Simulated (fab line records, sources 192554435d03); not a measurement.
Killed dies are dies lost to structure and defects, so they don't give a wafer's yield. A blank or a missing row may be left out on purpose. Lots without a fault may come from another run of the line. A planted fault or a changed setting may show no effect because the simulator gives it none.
Chamber matching | flow n5_finfet | N5_MOL_CONTACT_COAG_DESCUM_45 on rie_diel-06: 3 sister chambers
The step chemistry O2, time 7 s. 3 wafers are shown with their chamber, then 7 later ones without.

WAFERS WITH THEIR CHAMBER
wafer  | chamber | drypump_motor_current_A (A)
L085.6 | 0       | 5.9
L090.6 | 2       | 5.3
L089.1 | 3       | 5.9

WAFERS WITHOUT THEIR CHAMBER
wafer  | drypump_motor_current_A (A)
L089.4 | 5.9
L089.6 | 5.3
L093.1 | 5.3
L093.6 | 5.2
L094.2 | 5.3
L094.3 | 6.0
L094.5 | 5.9

WHICH CHAMBER EACH WENT THROUGH
wafer  | from the rows above     | in truth
L089.4 | can't be placed: 0 or 3 | 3
L089.6 | 2                       | 2
L093.1 | 2                       | 2
L093.6 | 2                       | 2
L094.2 | 2                       | 2
L094.3 | can't be placed: 0 or 3 | 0
L094.5 | can't be placed: 0 or 3 | 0
Placed correctly: 4 of 7. Can't be placed from these rows: 3 (the true chamber is among the candidates in 3). Placed wrongly: 0.
How it was worked out, from the rows above alone: a wafer's distance from a chamber is the root of the sum, over the readings, of the square of ((its reading less the chamber's mean) divided by the reading's scatter). The wafer belongs to the nearest chamber; if the next one is less than 2 further off, it can't be placed. A chamber's mean is the mean of its shown wafers. The scatter: with one shown wafer a chamber, the root of the mean of the squares of how far each hidden wafer lies from its nearest shown one.
